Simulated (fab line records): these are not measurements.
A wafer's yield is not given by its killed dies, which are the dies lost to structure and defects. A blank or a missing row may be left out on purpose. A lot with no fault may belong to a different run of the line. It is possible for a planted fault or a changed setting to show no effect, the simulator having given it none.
The same fault as seen by 2 desks | flow nandHarc | each desk holds nothing but its own numbers, with what lay behind them at the end

== THE DEFECT DESK ==
Counts from the inspections along the route, per lot, as means over the sampled wafers that have a number. Marked OUT: a lot whose mean sits more than 4 standard deviations from the usual mean, which makes it out of limits; the brackets give that distance.
Columns: A = rawDefectCount at NHARC_P_STI_INSPECT_25, usual 224
lot  | first seen here | A
L208 | day 4 07:17     | 421
L209 | day 4 18:53     | 93
L210 | day 5 04:32     | 194
L211 | day 5 15:28     | 208
L214 | day 6 23:13     | 272
L215 | day 7 10:21     | 264
L216 | day 8 02:23     | 256
L219 | day 9 00:08     | 160
L223 | day 10 16:36    | 316
L224 | day 10 22:10    | 232
L225 | day 11 09:41    | 255
L228 | day 12 15:17    | 247
L229 | day 13 01:17    | 298
Finding of this desk: none of the 13 lots has anything out of limits.

== DESK OF THE TOOL OWNER: lithoTrack-05 ==
The tool's own readings at NHARC_P_ZERO_WELL_PEB_22 (peb time 85 s): means of the sampled wafers that have a number, for each lot that ran on this tool. Marked OUT: a lot whose mean sits more than 4 standard deviations from the usual mean, which makes it out of limits; the brackets give that distance.
Columns: A = exhaustPa at NHARC_P_ZERO_WELL_PEB_22, usual 45.1 Pa; B = heaterPowerTotalW at NHARC_P_ZERO_WELL_PEB_22, usual 163.93 W; C = plateTempC at NHARC_P_ZERO_WELL_PEB_22, usual 117.99 C
lot  | first seen here | A    | B                | C
L215 | day 5 06:24     | 43.9 | 163.83           | 118.12
L223 | day 8 14:22     | 45.4 | 159.98 (-14) OUT | 115.80 (-17) OUT
L224 | day 9 00:33     | 44.3 | 160.38 (-13) OUT | 116.00 (-15) OUT
This desk's verdict: out of limits on L223, L224, starting with L223 at day 8 14:22 (heaterPowerTotalW at NHARC_P_ZERO_WELL_PEB_22). In limits: L215.

== PUT TOGETHER ==
The tool owner's desk could have raised an alarm at day 8 14:22, on L223, L224.
The defect desk saw nothing out of limits.
The defect desk has L223, L224 on record, within its limits.
The lots listed all ran NHARC_P_ZERO_WELL_PEB_22 on lithoTrack-05.

== WHAT HAD BEEN PUT IN BY THE SIMULATOR ==
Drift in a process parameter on lithoTrack-05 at NHARC_P_ZERO_WELL_PEB_22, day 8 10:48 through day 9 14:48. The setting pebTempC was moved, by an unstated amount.
Shown lots that were struck: L223, L224.
Delay in hours, fault start to first out-of-limits reading, by desk: the tool owner's desk at 4.
